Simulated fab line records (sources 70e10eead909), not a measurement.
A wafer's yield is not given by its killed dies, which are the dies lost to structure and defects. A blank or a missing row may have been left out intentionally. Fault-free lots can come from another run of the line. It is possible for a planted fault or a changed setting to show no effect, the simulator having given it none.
fab line records	flow nand-harc
[record] lots = 11	wafers = 33	last-day = 33
route steps=1302 shown A_SGD_CUT@919 A_WL_FILL@952
lots with no fault: from the same line, run without faults
start-h: start of the lot's first displayed wafer, in hours after the record's first day	wait-h: time in hours since the lot's previous step	" same as the row above	L1.1+2: one row covering several wafers at once	- no value present, or no start provided	* or withheld: withheld	< > ~ a bound
route shown NAME@n: a module of which the file shows steps, and the number in the route of the first	usual: mean/standard deviation of fault-free wafers	same: alike in all rows	chamber/n: place in a boat	sites: readings site by site	_std_site: standard deviation across them	_edge_site: the outer-site mean with the inner-site mean subtracted	radius-mm: for every site, how far away it sits from the centre of the wafer	mask NAME#n: copy n	behind: tool/chamber where the wafer was last shaped	hold: the reason the lot was held/the length of the hold in hours/how it ended	device: transistor that didn't switch, given as n, p or np	end of line: tests of these same wafers at the route's end	step lacking rows: just its recipe	killed: dies that structure and defects cost at the first sort, which is not the same as the wafer's yield	map: a wafer's dies, marking killed ones x, the rest . and places with no die _
set.NAME: the setting the step ran with; set.NAME@STEP: the setting that earlier step ran with	model.NAME: the simulator's own value behind a step, which no gauge read
the route's steps for a sample of lots (tables are steps, rows are wafers)
services: from which hour (start-h, from the record's first day; less than 0 if before it) a tool's chamber was out of use, for how many hours, and why
[[steps]]
[step NHARC_A_SGD_CUT_ETCHBACK_24]
[recipe] target-depth-a = 500	over-etch-frac = 0.3	time-s = 92.857	ion-energy-ev = 120	ch3f-flow-sccm = 50	o2-flow-sccm = 30	ar-flow-sccm = 200	rf-w = 500	bias-w = 100	chemistry = CH3F/O2
[usual] ch3f-flow-sccm = 50.01/0.15	drypump-motor-current-A = 5.5/0.38	oes-product-au = 0.98/0.032	rf-vpp-V = 244.4/2	showerhead-plenum-p-Torr = 2.46/0.12	throttle-valve-pct = 20.663/0.0089
lot.wafer	tool	chamber	start-h	wait-h	ch3f-flow-sccm	drypump-motor-current-A	oes-product-au	rf-hours-counter-h	rf-vpp-V	showerhead-plenum-p-Torr	throttle-valve-pct
L425.3	rie-diel-08	0	443.08	0.1	49.94	5.9	0.93	3.6	243.7	2.39	20.659
L425.1	"	1	"	"	49.89	5.8	0.94	4.2	246.2	2.60	20.667
L425.6	"	1	"	"	50.08	5.8	0.93	-	246.1	2.60	20.675
L427.2	rie-diel-08	2	461.03	0.2	50.16	6.0	1.00	5.2	242.6	2.32	20.672
L427.4	"	3	"	"	50.02	5.3	1.01	4.6	241.3	2.33	20.654
L427.3	"	0	"	"	50.27	5.9	1.00	4.8	242.8	2.39	20.673
L429.3	rie-diel-10	2	485.02	0.1	49.89	5.1	0.92	3.8	244.2	2.54	20.651
L429.2	"	3	"	"	49.97	5.6	0.92	4.3	243.3	2.36	20.657
L429.6	"	3	"	"	49.96	5.6	0.93	-	242.8	2.36	20.667
L436.4	rie-diel-08	2	539.53	0.1	49.84	6.0	1.00	9.1	241.7	2.32	20.665
L436.1	"	1	"	"	49.88	5.8	1.00	9.4	247.6	2.60	20.677
L436.5	"	2	"	"	49.96	6.1	1.00	-	241.2	2.32	20.677
L439.3	rie-diel-08	0	595.98	0.1	49.96	5.9	1.00	2.8	242.1	2.39	20.658
L439.4	"	2	"	"	49.84	6.0	1.01	2.8	241.8	2.32	20.657
L439.6	"	1	"	"	49.70	5.8	1.00	-	246.2	2.60	20.664
L440.6	rie-diel-01	0	596.04	0.2	49.90	5.0	0.92	-	246.7	2.63	20.668
L440.5	"	1	"	"	50.03	5.2	0.92	-	245.1	2.55	20.660
L440.4	"	3	"	"	50.15	5.2	0.91	-	246.2	2.55	20.653
L441.1	rie-diel-08	2	605.60	0.2	49.89	6.1	0.99	3.6	243.0	2.32	20.666
L441.4	"	0	"	"	50.02	5.9	0.98	3.5	242.6	2.39	20.653
L441.6	"	1	"	"	49.91	5.8	0.98	-	246.8	2.60	20.663
L444.2	rie-diel-01	3	632.87	0.1	49.88	5.2	1.00	4.3	246.1	2.55	20.662
L444.3	"	1	"	"	49.94	5.3	1.00	3.5	246.3	2.55	20.656
L444.1	"	2	"	"	50.02	6.2	1.00	2.8	243.9	2.34	20.661
L446.3	rie-diel-08	3	661.29	0.1	50.09	5.3	0.93	6.5	241.6	2.32	20.667
L446.6	"	3	"	"	50.26	5.3	0.92	-	241.3	2.32	20.668
L446.5	"	0	"	"	50.13	5.9	0.92	-	243.3	2.38	20.661
L445.2	rie-diel-01	3	661.31	0.2	49.83	5.2	0.99	5.6	246.0	2.55	20.664
L445.3	"	1	"	"	49.79	5.3	1.01	5.5	245.6	2.55	20.660
L445.5	"	2	"	"	50.26	6.2	1.01	-	243.6	2.34	20.663
L447.3	rie-diel-10	1	679.35	0.1	50.12	5.4	0.93	7.2	241.7	2.30	20.670
L447.2	"	2	"	"	49.90	5.1	0.92	6.8	245.0	2.53	20.660
L447.6	"	1	"	"	50.01	5.4	0.93	-	242.9	2.30	20.667
[step NHARC_A_WL_FILL_ALD_00]
[recipe] target-thk-a = 30	pulse-time-s = 3	ald-cycles = 30	temp-c = 300	material = Al2O3
[usual] ald-cycles = 30/0	heater-power-outer-w = 250/20	heater-power-w = 464/45	precursor-pulse-height-rel = 1.001/0.02	susceptor-temp-C = 300.03/0.17
lot.wafer	tool	chamber	start-h	wait-h	ald-cycles	heater-power-outer-w	heater-power-w	precursor-pulse-height-rel	susceptor-temp-C
L425.3	ald-hk-03	3	467.32	0.1	30	252	472	0.997	299.93
L425.1	"	0	"	"	30	249	485	0.995	300.10
L425.6	"	3	"	"	30	253	472	1.025	299.91
L427.2	ald-hk-03	0	479.19	0.1	30	249	470	1.047	300.14
L427.3	"	1	"	"	30	224	449	1.024	300.07
L427.4	"	3	"	"	30	256	467	0.999	299.88
L429.2	ald-hk-03	0	510.47	0.1	30	244	470	0.994	-
L429.3	"	1	"	"	30	229	452	0.992	-
L429.6	"	0	"	"	30	249	471	1.031	-
L436.4	ald-hk-01	0	558.82	0.1	30	228	410	1.000	299.95
L436.1	"	2	"	"	30	268	448	1.010	300.22
L436.5	"	3	"	"	30	283	545	1.019	300.22
L439.3	ald-hk-03	1	616.44	0.4	23	234	460	0.978	300.17
L439.4	"	2	"	"	30	245	455	1.012	300.09
L439.6	"	0	"	"	30	253	471	0.974	300.09
L440.4	ald-hk-04	1	621.30	0.1	30	233	373	0.971	300.18
L440.6	"	1	"	"	30	222	381	1.000	299.93
L440.5	"	2	"	"	30	256	471	0.988	300.12
L441.4	ald-hk-04	0	626.63	0.1	30	275	519	0.989	300.29
L441.1	"	1	"	"	30	225	377	1.018	299.94
L441.6	"	0	"	"	30	279	543	1.011	300.15
L444.1	ald-hk-04	0	655.83	1.2	30	269	539	1.019	300.18
L444.3	"	1	"	"	30	228	382	1.037	300.04
L444.2	"	2	"	"	30	256	474	0.996	300.01
L446.3	ald-hk-04	2	680.22	0.1	30	253	462	1.018	300.17
L446.5	"	2	"	"	30	262	479	1.004	300.44
L446.6	"	3	"	"	30	225	419	0.960	299.98
L445.3	ald-hk-03	0	685.04	0.1	30	244	458	0.977	300.22
L445.2	"	3	"	"	30	241	460	1.036	300.02
L445.5	"	1	"	"	30	233	483	1.008	299.91
L447.2	ald-hk-03	3	703.58	0.1	30	252	453	1.042	300.40
L447.3	"	2	"	"	30	247	463	1.017	300.21
L447.6	"	3	"	"	30	256	467	0.991	300.14
[step NHARC_A_WL_FILL_ETCHBACK_16]
[recipe] target-depth-a = 1200	time-s = 24	c4f8-flow-sccm = withheld	o2-flow-sccm = 8	ar-flow-sccm = withheld	rf-w = 600	bias-w = 800	chemistry = C4F8/O2/Ar
[usual] oes-product-au = 0.985/0.024	rf-vpp-V = 726/3.9
lot.wafer	tool	chamber	start-h	wait-h	oes-product-au	rf-hours-counter-h	rf-vpp-V
L425.1	rie-diel-11	1	-	-	0.989	1.3	722
L425.3	"	3	"	"	1.000	1.0	723
L425.6	"	1	"	"	0.988	-	721
L427.4	rie-diel-13	1	-	-	0.986	3.9	728
L427.2	"	2	"	"	0.983	3.5	722
L427.3	"	3	"	"	1.001	4.1	727
L429.2	rie-diel-02	2	-	-	1.010	6.1	732
L429.3	"	3	"	"	0.989	6.8	728
L429.6	"	2	"	"	1.002	-	730
L436.4	rie-diel-13	1	-	-	0.995	1.2	729
L436.1	"	0	"	"	1.005	1.4	724
L436.5	"	1	"	"	0.997	-	729
L439.3	rie-diel-13	3	-	-	0.916	2.9	727
L439.4	"	2	"	"	0.925	2.6	723
L439.6	"	0	"	"	0.932	-	726
L440.6	rie-diel-11	3	-	-	1.001	-	725
L440.4	"	0	"	"	0.995	-	727
L440.5	"	2	"	"	0.993	-	717
L441.1	rie-diel-11	3	-	-	0.994	0.5	723
L441.6	"	2	"	"	0.996	-	717
L441.4	"	3	"	"	0.997	-	725
L444.1	rie-diel-11	1	-	-	0.933	0.7	721
L444.2	"	3	"	"	0.947	0.8	723
L444.3	"	0	"	"	0.946	0.8	725
L446.3	rie-diel-13	0	-	-	0.993	-	726
L446.5	"	0	"	"	0.983	-	726
L446.6	"	3	"	"	0.982	-	726
L445.2	rie-diel-02	0	-	-	0.986	8.1	724
L445.3	"	1	"	"	0.990	8.4	730
L445.5	"	2	"	"	1.001	-	730
L447.2	rie-diel-11	3	-	-	1.003	2.4	723
L447.3	"	1	"	"	1.005	2.3	722
L447.6	"	0	"	"	1.007	-	726
[step NHARC_A_WL_FILL_STRIP_29]
[recipe] time-s = 20	o2-flow-sccm = 500	ar-flow-sccm = 0	bias-w = 0	chemistry = O2
[usual] drypump-motor-current-A = 5.8/0.49	oes-product-au = 0.998/0.0073	rf-vpp-V = 57.9/0.88	showerhead-plenum-p-Torr = 3.61/0.13	throttle-valve-pct = 17.037/0.0091
lot.wafer	tool	chamber	start-h	wait-h	drypump-motor-current-A	oes-product-au	rf-hours-counter-h	rf-vpp-V	showerhead-plenum-p-Torr	throttle-valve-pct
L425.1	rie-diel-11	3	478.61	0.1	5.5	0.999	1.0	58.2	3.56	17.037
L425.3	"	0	"	"	6.0	0.999	1.0	59.1	3.62	17.026
L425.6	"	3	"	"	5.5	1.008	-	57.2	3.56	17.043
L427.4	rie-diel-13	3	491.23	0.1	6.3	0.990	4.1	56.9	3.66	17.044
L427.3	"	1	"	"	5.6	0.997	4.0	57.6	3.72	17.046
L427.2	"	2	"	"	5.1	1.004	3.5	57.0	3.51	17.050
L429.3	rie-diel-02	3	519.70	0.1	5.0	0.992	6.8	58.4	3.67	17.031
L429.2	"	2	"	"	5.8	1.001	6.1	57.7	3.78	17.031
L429.6	"	0	"	"	5.8	1.001	-	56.8	3.54	17.035
L436.1	rie-diel-13	3	571.24	0.1	6.3	0.998	1.6	59.1	3.66	17.054
L436.4	"	0	"	"	6.5	0.996	1.4	58.1	3.59	17.039
L436.5	"	1	"	"	5.6	0.991	-	56.9	3.72	17.037
L439.3	rie-diel-13	0	627.74	0.1	6.5	1.011	2.6	58.3	3.59	17.031
L439.4	"	2	"	"	5.1	0.993	2.7	57.9	3.51	17.038
L439.6	"	1	"	"	5.6	0.996	-	59.1	3.72	17.035
L440.6	rie-diel-11	3	633.75	0.1	5.5	0.988	-	58.8	3.56	17.025
L440.5	"	0	"	"	6.0	0.990	-	58.2	3.62	17.022
L440.4	"	2	"	"	6.6	1.004	-	58.3	3.31	17.037
L441.1	rie-diel-11	3	638.77	0.1	5.6	0.999	0.5	57.6	3.56	17.048
L441.4	"	3	"	"	5.6	0.996	-	57.6	3.56	17.037
L441.6	"	0	"	"	6.0	1.002	-	59.3	3.62	17.016
L444.2	rie-diel-11	3	668.09	0.1	5.6	0.991	0.8	58.1	3.56	17.035
L444.3	"	0	"	"	6.0	1.011	0.8	59.0	3.62	17.024
L444.1	"	2	"	"	6.6	1.008	0.9	58.1	3.31	17.027
L446.3	rie-diel-13	3	692.15	0.1	6.3	0.988	-	57.9	3.66	17.025
L446.6	"	3	"	"	6.3	0.984	-	59.6	3.66	17.033
L446.5	"	0	"	"	6.5	0.994	-	57.4	3.59	17.027
L445.3	rie-diel-02	2	696.90	0.1	5.8	0.990	8.2	57.8	3.77	17.041
L445.2	"	3	"	"	4.9	1.007	7.8	57.5	3.66	17.048
L445.5	"	1	"	"	5.4	0.995	-	58.3	3.76	17.042
L447.2	rie-diel-11	1	714.53	0.1	5.7	0.996	2.3	57.2	3.45	17.033
L447.3	"	0	"	"	6.1	0.997	2.2	57.3	3.62	17.048
L447.6	"	2	"	"	6.5	1.000	-	56.6	3.31	17.047
[[services]]
tool	chamber	start-h	hours	kind
rie-diel-11	-	432.50	9.0	pm
ald-hk-04	-	433.06	10.0	pm
rie-diel-13	1	443.45	13.9	repair
rie-diel-11	-	450.76	0.4	repair
rie-diel-02	1	460.39	11.7	repair
rie-diel-11	2	473.41	2.4	repair
ald-hk-03	-	499.69	0.7	repair
rie-diel-13	-	519.00	9.0	pm
rie-diel-08	-	528.04	0.5	repair
rie-diel-13	2	543.28	13.5	repair
rie-diel-08	-	544.80	9.0	pm
rie-diel-11	3	555.53	7.7	repair
rie-diel-08	1	558.82	10.3	repair
rie-diel-08	-	595.21	0.5	repair
ald-hk-03	-	595.53	2.6	repair
rie-diel-11	-	609.50	9.0	pm
rie-diel-08	2	619.12	2.3	repair
rie-diel-13	0	627.80	7.2	repair
rie-diel-11	1	632.22	9.4	repair
rie-diel-13	1	685.20	9.7	repair
rie-diel-13	2	691.11	31.0	repair
rie-diel-13	-	696.00	9.0	pm
rie-diel-08	1	710.11	7.4	repair
rie-diel-08	-	714.54	9.4	repair
[[key]]
[first-sign] step = NHARC_A_WL_FILL_ALD_00	reading = ald-cycles	direction = down	sigmas = 99+	usual = 30	struck = 23
effect none on later readings
met-at NHARC_A_WL_FILL_ALD_00
struck-lots L439
struck-wafers L439.3
tester-left-out L439
not-acting-at NHARC_A_SGD_CUT_ETCHBACK_24,NHARC_A_WL_FILL_ETCHBACK_16,NHARC_A_WL_FILL_STRIP_29
onset-between 510.47 616.44
[fault] kind = process-parameter-drift	tool = ald-hk-03	chamber = 1	onset-h = 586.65	steps = NHARC_A_WL_FILL_ALD_00	channel = ald-cycles	offset = -7	shape = step	end-h = 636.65	acts-in = these-recipes-only	stated = 30
// tester-left-out: of these lots the tester's yield and bins aren't shown, on N5 and GAA mostly nor the transistor test; their killed dies are dies lost to structure and defects alone, not to doping, threshold or leakage, so they don't give the yield
